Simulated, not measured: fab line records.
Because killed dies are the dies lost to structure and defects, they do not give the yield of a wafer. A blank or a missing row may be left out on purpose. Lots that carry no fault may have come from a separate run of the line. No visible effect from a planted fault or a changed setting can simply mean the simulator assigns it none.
fab line records	flow n5Finfet
record lots=24	wafers=72	lastDay=17
route steps=1938 shown BEOL_M12@1653 BEOL_M13@1660
lots that met no fault: from a run of the same line without faults
startH: start of the lot's first displayed wafer, in hours after the record's first day	waitH: hours elapsed since this lot's preceding step	" repeats the value in the row above	L1.1+2: one row covering several wafers at once	- no value present, or no start provided	* or withheld: withheld	< > ~ a bound
route shown NAME@n: names a module that has steps shown in the file, with the first one's number in the route	usual: average and standard deviation across the fault-free wafers	same: alike in all rows	chamber/n: place in a boat	sites: each site's reading	_std_site: standard deviation of those values	_edge_site: mean of outer sites minus mean of inner sites	radiusMm: how far each site lies from the wafer's centre	mask NAME#n: copy n	behind: tool/chamber where the wafer was last shaped	hold: why the lot went on hold/how many hours it stayed there/how the hold came to an end	device: which transistor (n, p or np) failed to switch	end of line: tests of these same wafers at the route's end	a step given without rows: its recipe and nothing more	killed: dies that structure and defects cost at the first sort, which is not the same as the wafer's yield	map: a wafer's dies, x killed, . not, _ none there
set.NAME: the setting as run; set.NAME@STEP: as run at that earlier step	model.NAME: the simulator's own value behind a step, which no gauge read
route steps across a sampled set of lots; one table per step, one row per wafer
services: a tool's chamber out of use, with start hour (startH, from the record's first day; less than 0 if before it), hours out, and reason
## steps
# step N5_BEOL_M12_CMP_49
# recipe stopOn=SiOC	tOverpolishS=20.6	downForcePsi=1	platenRpm=50	clearingPlatenDownForcePsi=1.5	clearingPlatenRpm=50	postCmpClean=cuAlkaline	targetThkNm=320	clearingPlatenPadVelocityMS=0.99484	padVelocityMS=0.99484
# usual barrierFieldEndpointS=30.1/0.64	clearingPlatenDownForcePsi=1.500/0.0031	motorCurrentA=6.2/0.6	overpolishRunS=20.600/0.0085
# same tOverpolishS=20.6
lot.wafer	tool	chamber	startH	waitH	barrierFieldEndpointS	clearingPlatenDownForcePsi	motorCurrentA	overpolishRunS
L074.3	cmp-04	3	218.04	0.2	30.1	1.498	6.5	20.599
L074.1	"	0	"	"	30.4	1.502	6.0	20.598
L074.2	"	2	"	"	30.3	1.497	7.2	20.586
L075.4	cmp-02	3	222.53	0.2	29.3	1.496	5.9	20.606
L075.3	"	0	"	"	30.6	1.504	6.3	20.605
L075.5	"	3	"	"	29.6	1.500	6.0	20.593
L076.1	cmp-02	3	235.51	0.3	29.8	1.499	6.1	20.602
L076.2	"	0	"	"	31.3	1.500	5.9	20.605
L076.6	"	2	"	"	30.6	1.500	5.4	20.604
L077.1	cmp-01	1	238.82	0.5	30.1	1.505	5.6	20.585
L077.2	"	2	"	"	30.6	1.500	6.6	20.588
L077.6	"	0	"	"	29.9	1.498	5.5	20.604
L078.4	cmp-04	0	246.13	0.1	29.8	1.498	6.2	20.589
L078.3	"	2	"	"	29.4	1.501	7.1	20.588
L078.5	"	0	"	"	30.5	1.501	5.7	20.606
L079.2	cmp-04	2	247.07	0.3	29.9	1.498	7.2	20.591
L079.1	"	3	"	"	29.8	1.501	6.8	20.597
L079.6	"	0	"	"	29.4	1.505	5.7	20.604
L080.4	cmp-04	2	253.32	0.1	30.3	1.497	7.2	20.601
L080.3	"	3	"	"	30.2	1.506	6.9	20.599
L080.2	"	0	"	"	30.2	1.501	6.0	20.584
L081.4	cmp-04	2	269.53	0.2	30.5	1.496	6.9	20.605
L081.6	"	0	"	"	30.3	1.502	6.1	20.615
L081.5	"	1	"	"	31.4	1.494	5.1	20.600
L082.2	cmp-04	0	275.00	0.2	29.5	1.502	6.0	20.583
L082.4	"	1	"	"	30.5	1.498	5.3	20.606
L082.6	"	0	"	"	31.1	1.498	5.9	20.589
L083.2	cmp-01	1	283.86	0.3	29.5	1.504	5.6	20.603
L083.3	"	3	"	"	29.8	1.503	6.6	20.607
L083.4	"	0	"	"	30.1	1.503	5.6	20.596
L084.3	cmp-01	1	291.22	0.2	29.8	1.495	6.1	20.599
L084.1	"	2	"	"	30.5	1.501	6.3	20.592
L084.5	"	2	"	"	30.5	1.496	6.8	20.589
L086.3	cmp-02	0	298.09	0.2	30.7	1.501	6.3	20.605
L086.4	"	1	"	"	29.0	1.501	6.1	20.611
L086.5	"	2	"	"	30.0	1.499	5.5	20.574
L085.4	cmp-01	3	299.31	0.2	30.2	1.497	6.5	20.586
L085.6	"	3	"	"	30.1	1.499	6.4	20.602
L085.5	"	0	"	"	29.3	1.503	5.7	20.597
L087.3	cmp-02	1	310.07	0.2	29.8	1.496	6.3	20.601
L087.1	"	3	"	"	29.5	1.498	6.0	20.612
L087.2	"	0	"	"	30.6	1.503	6.4	20.596
L088.2	cmp-04	3	317.90	0.2	29.5	1.504	6.9	20.607
L088.1	"	1	"	"	30.2	1.499	5.7	20.605
L088.6	"	3	"	"	29.8	1.506	6.8	20.598
L089.4	cmp-04	0	326.67	0.1	29.5	1.499	5.6	20.587
L089.1	"	3	"	"	29.0	1.504	6.6	20.592
L089.6	"	1	"	"	28.7	1.505	5.3	20.604
L090.1	cmp-01	3	326.95	0.3	31.3	1.495	6.6	20.604
L090.3	"	0	"	"	30.6	1.501	5.9	20.590
L090.4	"	1	"	"	29.9	1.499	5.8	20.605
L091.2	cmp-01	3	327.89	0.2	29.5	1.497	6.7	20.605
L091.4	"	1	"	"	29.8	1.501	5.8	20.589
L091.5	"	0	"	"	29.1	1.498	5.9	20.601
L092.3	cmp-04	2	334.62	0.2	30.9	1.505	7.0	20.610
L092.2	"	0	"	"	31.1	1.494	5.8	20.597
L092.6	"	2	"	"	31.8	1.506	7.3	20.592
L093.1	cmp-04	3	338.84	0.3	28.9	1.496	6.7	20.608
L093.6	"	2	"	"	30.5	1.506	7.4	20.603
L093.5	"	3	"	"	29.7	1.495	6.5	20.601
L095.1	cmp-04	1	344.68	0.3	31.7	1.500	5.3	20.595
L095.4	"	3	"	"	30.3	1.502	6.8	20.592
L095.5	"	1	"	"	29.5	1.500	5.3	20.612
L094.4	cmp-02	0	350.59	0.1	29.3	1.501	6.2	20.590
L094.3	"	1	"	"	29.9	1.498	5.9	20.609
L094.1	"	2	"	"	28.9	1.497	5.7	20.591
L096.3	cmp-01	0	368.95	0.3	30.3	1.499	5.7	20.605
L096.6	"	1	"	"	30.0	1.497	5.7	20.593
L096.5	"	2	"	"	30.5	1.496	6.7	20.586
L097.1	cmp-04	3	372.08	0.3	29.6	1.502	6.9	20.607
L097.4	"	0	"	"	29.6	1.497	6.0	20.613
L097.5	"	2	"	"	30.1	1.500	7.1	20.607
# step N5_BEOL_M13_THK_MEAS_01
# recipe reads=SiOC_of_BEOL_M13_ILD_DEP_00
# usual M13_ILD_THK=839/10
lot.wafer	tool	chamber	startH	waitH	M13_ILD_THK[nm]
L074.1	filmMetro-02	-	218.68	0.1	835
L074.2	"	-	"	"	849
L074.3	"	-	"	"	834
L075.3	filmMetro-01	-	223.17	0.1	836
L075.4	"	-	"	"	841
L075.5	"	-	"	"	846
L076.1	filmMetro-02	-	236.07	0.1	841
L076.2	"	-	"	"	836
L076.6	"	-	"	"	851
L077.1	filmMetro-01	-	239.42	0.1	824
L077.2	"	-	"	"	823
L077.6	"	-	"	"	843
L078.3	filmMetro-01	-	246.78	0.1	834
L078.4	"	-	"	"	852
L078.5	"	-	"	"	835
L079.1	filmMetro-02	-	247.64	0.1	838
L079.2	"	-	"	"	831
L079.6	"	-	"	"	849
L080.2	filmMetro-01	-	253.96	0.1	839
L080.3	"	-	"	"	837
L080.4	"	-	"	"	858
L081.4	filmMetro-01	-	270.09	0.0	852
L081.5	"	-	"	"	864
L081.6	"	-	"	"	840
L082.2	filmMetro-02	-	275.63	0.1	821
L082.4	"	-	"	"	842
L082.6	"	-	"	"	849
L083.2	filmMetro-02	-	284.53	0.1	829
L083.3	"	-	"	"	832
L083.4	"	-	"	"	853
L084.1	filmMetro-01	-	291.85	0.1	845
L084.3	"	-	"	"	831
L084.5	"	-	"	"	841
L086.3	filmMetro-02	-	298.71	0.1	837
L086.4	"	-	"	"	833
L086.5	"	-	"	"	832
L085.4	filmMetro-01	-	300.03	0.1	851
L085.5	"	-	"	"	853
L085.6	"	-	"	"	842
L087.1	filmMetro-01	-	310.70	0.1	829
L087.2	"	-	"	"	835
L087.3	"	-	"	"	836
L088.1	filmMetro-02	-	318.54	0.1	835
L088.2	"	-	"	"	825
L088.6	"	-	"	"	842
L089.1	filmMetro-02	-	327.30	0.1	847
L089.4	"	-	"	"	848
L089.6	"	-	"	"	863
L090.1	filmMetro-02	-	327.58	0.1	839
L090.3	"	-	"	"	833
L090.4	"	-	"	"	852
L091.2	filmMetro-02	-	328.52	0.1	821
L091.4	"	-	"	"	841
L091.5	"	-	"	"	835
L092.2	filmMetro-02	-	335.22	0.1	826
L092.3	"	-	"	"	831
L092.6	"	-	"	"	843
L093.1	filmMetro-02	-	339.44	0.1	829
L093.5	"	-	"	"	833
L093.6	"	-	"	"	839
L095.1	filmMetro-02	-	345.29	0.1	835
L095.4	"	-	"	"	839
L095.5	"	-	"	"	844
L094.1	filmMetro-02	-	351.25	0.1	825
L094.3	"	-	"	"	831
L094.4	"	-	"	"	838
L096.3	filmMetro-02	-	369.48	0.1	831
L096.5	"	-	"	"	855
L096.6	"	-	"	"	840
L097.1	filmMetro-02	-	372.65	0.1	838
L097.4	"	-	"	"	846
L097.5	"	-	"	"	863
# step N5_BEOL_M13_CD_MEAS_28
# recipe targetCdNm=209.5	landingEnergyEv=500	detector=seInlens
# usual cdNm=209.0/1.3
lot.wafer	tool	chamber	startH	waitH	cdNm
L074.1	cdSem-02	0	220.05	-	207.1
L074.2	"	0	"	"	208.3
L074.3	"	0	"	"	206.9
L075.3	cdSem-03	0	224.74	-	209.4
L075.4	"	0	"	"	210.0
L075.5	"	0	"	"	209.4
L076.1	cdSem-02	0	237.44	-	208.9
L076.2	"	0	"	"	211.2
L076.6	"	0	"	"	208.6
L077.1	cdSem-01	0	240.92	-	210.3
L077.2	"	0	"	"	210.8
L077.6	"	0	"	"	212.1
L078.3	cdSem-03	0	248.16	-	210.5
L078.4	"	0	"	"	208.8
L078.5	"	0	"	"	210.2
L079.1	cdSem-03	0	249.04	-	209.7
L079.2	"	0	"	"	209.3
L079.6	"	0	"	"	209.5
L080.2	cdSem-03	0	255.33	-	209.1
L080.3	"	0	"	"	209.0
L080.4	"	0	"	"	209.0
L081.4	cdSem-02	0	271.60	-	205.9
L081.5	"	0	"	"	208.0
L081.6	"	0	"	"	206.1
L082.2	cdSem-01	0	277.01	-	209.0
L082.4	"	0	"	"	208.8
L082.6	"	0	"	"	209.3
L083.2	cdSem-02	0	285.90	-	208.5
L083.3	"	0	"	"	208.2
L083.4	"	0	"	"	208.1
L084.1	cdSem-02	0	293.22	-	209.6
L084.3	"	0	"	"	207.3
L084.5	"	0	"	"	209.7
L086.3	cdSem-02	0	300.09	-	209.3
L086.4	"	0	"	"	207.3
L086.5	"	0	"	"	209.2
L085.4	cdSem-01	0	301.42	-	210.4
L085.5	"	0	"	"	210.8
L085.6	"	0	"	"	210.4
L087.1	cdSem-02	0	312.31	-	208.0
L087.2	"	0	"	"	208.1
L087.3	"	0	"	"	208.9
L088.1	cdSem-01	0	319.91	-	207.8
L088.2	"	0	"	"	208.6
L088.6	"	0	"	"	207.1
L089.1	cdSem-01	0	328.67	-	207.5
L089.4	"	0	"	"	208.6
L089.6	"	0	"	"	209.2
L090.1	cdSem-03	0	329.08	-	208.7
L090.3	"	0	"	"	209.4
L090.4	"	0	"	"	208.7
L091.2	cdSem-02	0	330.10	-	208.8
L091.4	"	0	"	"	207.7
L091.5	"	0	"	"	208.5
L092.2	cdSem-03	0	336.59	-	207.9
L092.3	"	0	"	"	208.1
L092.6	"	0	"	"	208.7
L093.1	cdSem-02	0	340.95	-	209.5
L093.5	"	0	"	"	209.6
L093.6	"	0	"	"	209.7
L095.1	cdSem-03	0	346.67	-	209.5
L095.4	"	0	"	"	207.0
L095.5	"	0	"	"	209.8
L094.1	cdSem-01	0	352.50	-	211.4
L094.3	"	0	"	"	211.9
L094.4	"	0	"	"	209.6
L096.3	cdSem-03	0	370.86	-	210.4
L096.5	"	0	"	"	210.8
L096.6	"	0	"	"	210.2
L097.1	cdSem-01	0	373.90	-	207.3
L097.4	"	0	"	"	206.8
L097.5	"	0	"	"	208.0
# step N5_BEOL_M13_INSPECT_30
# recipe mode=adi	inspectInstrument=macro
# usual rawDefectCount=2.0/1.5
lot.wafer	tool	chamber	startH	waitH	rawDefectCount
L074.1	defectInspect-01	-	220.11	0.0	3
L074.2	"	-	"	"	4
L074.3	"	-	"	"	5
L075.3	defectInspect-02	-	224.80	0.0	2
L075.4	"	-	"	"	1
L075.5	"	-	"	"	1
L076.1	defectInspect-01	-	237.50	0.0	5
L076.2	"	-	"	"	6
L076.6	"	-	"	"	1
L077.1	defectInspect-02	-	240.97	0.0	0
L077.2	"	-	"	"	0
L077.6	"	-	"	"	3
L078.3	defectInspect-01	-	248.21	0.0	1
L078.4	"	-	"	"	1
L078.5	"	-	"	"	0
L079.1	defectInspect-01	-	249.10	0.0	1
L079.2	"	-	"	"	0
L079.6	"	-	"	"	2
L080.2	defectInspect-02	-	255.38	0.0	2
L080.3	"	-	"	"	0
L080.4	"	-	"	"	3
L081.4	defectInspect-01	-	271.65	0.0	2
L081.5	"	-	"	"	5
L081.6	"	-	"	"	4
L082.2	defectInspect-02	-	277.06	0.0	1
L082.4	"	-	"	"	0
L082.6	"	-	"	"	1
L083.2	defectInspect-01	-	285.95	0.0	1
L083.3	"	-	"	"	4
L083.4	"	-	"	"	0
L084.1	defectInspect-01	-	293.28	0.0	1
L084.3	"	-	"	"	1
L084.5	"	-	"	"	3
L086.3	defectInspect-01	-	300.14	0.0	3
L086.4	"	-	"	"	1
L086.5	"	-	"	"	4
L085.4	defectInspect-01	-	301.47	0.0	2
L085.5	"	-	"	"	3
L085.6	"	-	"	"	2
L087.1	defectInspect-02	-	312.37	0.0	4
L087.2	"	-	"	"	3
L087.3	"	-	"	"	4
L088.1	defectInspect-01	-	319.96	0.0	1
L088.2	"	-	"	"	4
L088.6	"	-	"	"	3
L089.1	defectInspect-01	-	328.73	0.0	2
L089.4	"	-	"	"	1
L089.6	"	-	"	"	1
L090.1	defectInspect-02	-	329.14	0.0	1
L090.3	"	-	"	"	4
L090.4	"	-	"	"	1
L091.2	defectInspect-02	-	330.15	0.0	2
L091.4	"	-	"	"	1
L091.5	"	-	"	"	5
L092.2	defectInspect-01	-	336.64	0.0	1
L092.3	"	-	"	"	1
L092.6	"	-	"	"	3
L093.1	defectInspect-01	-	341.01	0.0	5
L093.5	"	-	"	"	2
L093.6	"	-	"	"	0
L095.1	defectInspect-02	-	346.72	0.0	1
L095.4	"	-	"	"	2
L095.5	"	-	"	"	2
L094.1	defectInspect-02	-	352.55	0.0	1
L094.3	"	-	"	"	3
L094.4	"	-	"	"	1
L096.3	defectInspect-02	-	370.91	0.0	5
L096.5	"	-	"	"	2
L096.6	"	-	"	"	3
L097.1	defectInspect-02	-	373.96	0.0	1
L097.4	"	-	"	"	3
L097.5	"	-	"	"	3
# step N5_BEOL_M13_ETCH_38
# recipe chemistry=CF4/N2	target=SiCN	targetDepthA=675	taperDeg=2	timeS=71.9	ionEnergyEv=150	maskMaterial=SiO2	pressureMtorr=40	sourceW=430	biasW=70	Ar_flow_sccm=100	cf4FlowSccm=60	n2FlowSccm=60
# usual drypumpMotorCurrentA=5.9/0.35	oesProductAu=0.76/0.084	rfVppV=382.2/1.8	showerheadPlenumPTorr=2.20/0.068	throttleValvePct=15.53/0.17
lot.wafer	tool	chamber	startH	waitH	drypumpMotorCurrentA	oesProductAu	rfHoursCounterH	rfVppV	showerheadPlenumPTorr	throttleValvePct
L074.1	rieDiel-02	2	220.90	-	5.9	0.72	189	381.2	2.10	15.41
L074.2	"	1	"	"	5.5	0.80	109	384.9	2.31	15.58
L074.3	"	3	"	"	6.3	0.74	142	381.9	2.21	15.47
L075.3	rieDiel-06	3	226.33	-	5.9	0.73	181	378.5	2.11	15.60
L075.4	"	0	"	"	5.7	0.70	208	378.7	2.09	15.69
L075.5	"	2	"	"	5.7	0.75	-	380.0	2.12	15.61
L076.1	rieDiel-02	2	240.03	-	5.8	0.72	196	381.6	2.10	15.43
L076.2	"	0	"	"	5.5	0.91	22	383.7	2.25	15.38
L076.6	"	0	"	"	5.5	0.91	-	382.7	2.25	15.39
L077.1	rieDiel-04	0	243.45	-	6.4	0.71	235	381.7	2.17	15.81
L077.2	"	2	"	"	5.6	0.74	186	382.8	2.20	15.57
L077.6	"	1	"	"	5.9	0.69	-	383.8	2.26	15.46
L078.3	rieDiel-04	2	249.19	-	5.7	0.73	188	383.3	2.20	15.57
L078.4	"	3	"	"	5.6	0.75	173	384.3	2.28	15.48
L078.5	"	1	"	"	5.9	0.69	-	384.9	2.26	15.45
L079.1	rieDiel-04	3	250.37	-	5.6	0.75	173	382.5	2.28	15.46
L079.2	"	0	"	"	6.5	0.70	238	381.3	2.17	15.81
L079.6	"	0	"	"	6.5	0.70	-	381.5	2.17	15.82
L080.2	rieDiel-06	3	256.17	-	6.0	0.71	190	379.2	2.11	15.64
L080.3	"	0	"	"	5.7	0.70	217	379.1	2.09	15.70
L080.4	"	2	"	"	5.6	0.75	193	379.5	2.12	15.64
L081.4	rieDiel-04	1	272.94	-	5.9	0.69	250	383.9	2.25	15.46
L081.5	"	3	"	"	5.6	0.74	-	385.4	2.28	15.46
L081.6	"	0	"	"	6.4	0.70	-	381.3	2.17	15.81
L082.2	rieDiel-06	2	282.86	-	5.6	0.74	200	380.3	2.12	15.66
L082.4	"	3	"	"	5.9	0.71	196	379.8	2.11	15.64
L082.6	"	2	"	"	5.7	0.73	-	379.7	2.12	15.66
L083.2	rieDiel-04	0	287.00	-	6.4	0.69	248	381.7	2.17	15.83
L083.3	"	2	"	"	5.7	0.72	198	380.8	2.19	15.58
L083.4	"	3	"	"	5.6	0.74	-	385.3	2.28	15.46
L084.1	rieDiel-04	2	298.29	-	5.7	0.72	201	382.7	2.19	15.58
L084.3	"	3	"	"	5.6	0.73	186	384.6	2.27	15.49
L084.5	"	2	"	"	5.7	0.72	-	381.8	2.19	15.56
L086.3	rieDiel-02	0	302.83	-	5.5	0.88	40	383.8	2.25	15.43
L086.4	"	1	"	"	5.5	0.77	134	383.2	2.30	15.61
L086.5	"	0	"	"	5.5	0.88	-	381.9	2.25	15.41
L085.4	rieDiel-06	3	303.20	-	5.9	0.70	203	378.6	2.11	15.66
L085.5	"	1	"	"	6.5	0.74	-	380.5	2.19	15.66
L085.6	"	2	"	"	5.6	0.73	-	380.3	2.11	15.67
L087.1	rieDiel-02	2	316.96	-	5.9	0.70	221	380.7	2.09	15.48
L087.2	"	3	"	"	6.3	0.72	170	382.2	2.20	15.52
L087.3	"	1	"	"	5.5	0.77	139	384.4	2.30	15.63
L088.1	rieDiel-02	1	323.92	-	5.5	0.77	140	384.8	2.30	15.64
L088.2	"	2	"	"	5.9	0.70	222	379.1	2.09	15.49
L088.6	"	3	"	"	6.3	0.71	-	381.8	2.20	15.53
L089.1	rieDiel-02	3	329.54	-	6.3	0.72	174	381.2	2.20	15.52
L089.4	"	0	"	"	5.5	0.86	47	383.0	2.25	15.43
L089.6	"	3	"	"	6.3	0.72	-	382.2	2.20	15.52
L090.1	rieDiel-04	2	332.03	-	5.7	0.72	213	382.1	2.19	15.60
L090.3	"	3	"	"	5.7	0.73	198	383.1	2.27	15.47
L090.4	"	1	"	"	5.9	0.95	13	382.8	2.25	15.01
L091.2	rieDiel-02	1	333.06	-	5.4	0.76	143	384.9	2.30	15.65
L091.4	"	3	"	"	6.3	0.71	175	383.2	2.20	15.54
L091.5	"	1	"	"	5.5	0.77	-	381.5	2.30	15.64
L092.2	rieDiel-06	3	337.55	-	5.9	0.70	213	377.9	2.10	15.67
L092.3	"	2	"	"	5.6	0.72	218	379.5	2.11	15.68
L092.6	"	0	"	"	5.7	0.68	-	380.3	2.08	15.76
L093.1	rieDiel-02	3	343.07	-	6.3	0.71	179	382.0	2.20	15.54
L093.5	"	0	"	"	5.5	0.86	-	383.6	2.24	15.44
L093.6	"	3	"	"	6.3	0.71	-	382.3	2.20	15.52
L095.1	rieDiel-04	3	348.68	-	5.6	0.73	203	385.0	2.27	15.52
L095.4	"	0	"	"	6.4	0.95	8	381.2	2.16	15.35
L095.5	"	0	"	"	6.4	0.95	-	381.5	2.16	15.38
L094.1	rieDiel-02	0	358.34	-	5.5	0.85	59	382.9	2.24	15.47
L094.3	"	3	"	"	6.3	0.71	185	383.2	2.20	15.56
L094.4	"	2	"	"	5.9	0.69	229	381.3	2.08	15.48
L096.3	rieDiel-04	1	371.82	-	5.9	0.94	25	383.9	2.25	15.00
L096.5	"	1	"	"	5.9	0.94	-	383.3	2.24	15.02
L096.6	"	0	"	"	6.4	0.93	-	381.8	2.16	15.38
L097.1	rieDiel-04	1	374.81	-	5.9	0.94	25	384.6	2.24	15.02
L097.4	"	0	"	"	6.5	0.92	16	381.6	2.16	15.38
L097.5	"	0	"	"	6.4	0.93	-	381.2	2.16	15.39
# step N5_BEOL_M13_SPUTTER_43
# recipe material=TaN	targetThkA=150	tempC=50	biasV=168.6	powerW=15000	chamberPressurePa=0.12	timeS=24.19
# usual biasV=168.7/1.7	substrateTempC=49.99/0.12	throttleValvePct=30.2/1
lot.wafer	tool	chamber	startH	waitH	biasV	substrateTempC	throttleValvePct
L074.1	pvdSputter-03	-	221.43	0.0	168.6	50.00	29.6
L074.2	"	-	"	"	167.9	50.04	30.9
L074.3	"	-	"	"	166.6	50.04	29.6
L075.3	pvdSputter-01	-	227.29	0.0	167.3	49.86	30.9
L075.4	"	-	"	"	169.2	49.98	29.7
L075.5	"	-	"	"	171.2	49.94	28.8
L076.1	pvdSputter-01	-	240.59	0.0	168.3	49.76	30.1
L076.2	"	-	"	"	172.9	50.16	29.8
L076.6	"	-	"	"	168.5	50.01	29.3
L077.1	pvdSputter-01	-	243.96	0.0	168.9	49.98	28.7
L077.2	"	-	"	"	172.2	50.10	29.7
L077.6	"	-	"	"	172.9	49.82	28.9
L078.3	pvdSputter-02	-	249.47	0.0	170.4	49.82	29.2
L078.4	"	-	"	"	171.1	49.98	29.0
L078.5	"	-	"	"	171.4	49.91	28.9
L079.1	pvdSputter-03	-	251.07	0.0	168.5	49.88	29.8
L079.2	"	-	"	"	168.4	49.86	29.2
L079.6	"	-	"	"	166.3	49.95	29.1
L080.2	pvdSputter-02	-	256.83	0.0	166.9	49.94	28.7
L080.3	"	-	"	"	170.1	49.84	30.6
L080.4	"	-	"	"	168.3	50.16	28.8
L081.4	pvdSputter-03	-	273.70	0.0	170.9	49.99	31.2
L081.5	"	-	"	"	172.4	49.83	29.6
L081.6	"	-	"	"	169.9	50.04	29.5
L082.2	pvdSputter-02	-	283.45	0.0	167.5	50.06	29.1
L082.4	"	-	"	"	167.1	49.89	29.0
L082.6	"	-	"	"	168.3	49.89	29.3
L083.2	pvdSputter-03	-	287.61	0.0	167.6	49.89	32.1
L083.3	"	-	"	"	167.5	50.12	29.7
L083.4	"	-	"	"	168.6	49.96	31.0
L084.1	pvdSputter-01	-	299.43	0.0	170.4	49.96	29.7
L084.3	"	-	"	"	167.4	50.01	30.1
L084.5	"	-	"	"	167.1	50.05	28.8
L086.3	pvdSputter-03	-	303.43	0.0	168.1	49.97	29.3
L086.4	"	-	"	"	169.1	49.82	30.8
L086.5	"	-	"	"	169.4	49.73	29.7
L085.4	pvdSputter-01	-	303.79	0.0	168.9	50.08	28.8
L085.5	"	-	"	"	169.8	50.09	30.8
L085.6	"	-	"	"	164.6	50.07	29.5
L087.1	pvdSputter-03	-	317.32	0.0	166.3	50.28	29.2
L087.2	"	-	"	"	167.9	50.15	30.7
L087.3	"	-	"	"	172.3	50.01	31.8
L088.1	pvdSputter-01	-	324.67	0.0	166.6	50.08	29.7
L088.2	"	-	"	"	168.7	50.08	28.8
L088.6	"	-	"	"	168.6	49.92	29.0
L089.1	pvdSputter-01	-	330.15	0.0	169.4	50.13	31.0
L089.4	"	-	"	"	168.4	50.06	30.3
L089.6	"	-	"	"	167.1	50.08	30.9
L090.1	pvdSputter-02	-	332.91	0.0	168.9	49.95	31.4
L090.3	"	-	"	"	168.5	49.96	30.5
L090.4	"	-	"	"	169.2	49.89	28.9
L091.2	pvdSputter-03	-	334.43	0.0	165.3	49.93	29.7
L091.4	"	-	"	"	166.8	49.91	29.5
L091.5	"	-	"	"	169.2	49.94	32.4
L092.2	pvdSputter-03	-	338.40	0.0	170.6	50.09	29.5
L092.3	"	-	"	"	169.4	50.11	32.0
L092.6	"	-	"	"	170.8	50.05	32.0
L093.1	pvdSputter-03	-	343.80	0.0	171.5	50.02	31.2
L093.5	"	-	"	"	171.1	50.11	31.0
L093.6	"	-	"	"	169.6	50.07	32.0
L095.1	pvdSputter-02	-	349.19	0.0	165.8	50.05	31.5
L095.4	"	-	"	"	168.5	49.93	30.6
L095.5	"	-	"	"	167.7	50.04	31.2
L094.1	pvdSputter-03	-	358.78	0.0	171.1	50.19	29.4
L094.3	"	-	"	"	169.1	50.09	31.9
L094.4	"	-	"	"	172.0	49.92	31.0
L096.3	pvdSputter-03	-	372.34	0.0	167.0	49.94	29.3
L096.5	"	-	"	"	168.5	49.85	32.2
L096.6	"	-	"	"	168.3	50.09	31.1
L097.1	pvdSputter-01	-	375.27	0.0	170.4	49.91	28.7
L097.4	"	-	"	"	168.6	49.90	29.8
L097.5	"	-	"	"	166.6	50.26	30.9
## services
tool	chamber	startH	hours	kind
cmp-04	-	197.93	4.0	pm
cmp-04	-	201.93	-	consumableReplace:conditioner
cmp-04	-	201.93	-	consumableReplace:pad
rieDiel-06	2	214.67	1.5	repair
cmp-02	-	223.09	0.5	repair
rieDiel-02	0	223.75	14.0	repair
cmp-02	-	254.97	7.6	repair
rieDiel-06	3	272.28	4.0	repair
rieDiel-04	1	275.06	-	clean
rieDiel-04	1	275.06	-	consumableReplace:focusRing
rieDiel-04	1	275.06	19.7	scheduledDown
rieDiel-04	1	275.06	19.7	ventCycle
cmp-01	-	279.26	4.0	pm
pvdSputter-01	-	289.70	9.5	repair
rieDiel-04	0	297.58	-	clean
rieDiel-04	0	297.58	-	consumableReplace:focusRing
rieDiel-06	-	307.03	2.8	pm
pvdSputter-02	-	315.63	3.9	repair
cmp-01	-	320.96	1.3	repair
cmp-01	-	339.12	8.4	pm
rieDiel-02	2	342.42	13.6	repair
pvdSputter-02	-	361.31	8.4	repair
rieDiel-06	2	367.76	29.1	repair
cmp-01	-	369.51	0.2	repair
## key
fault none
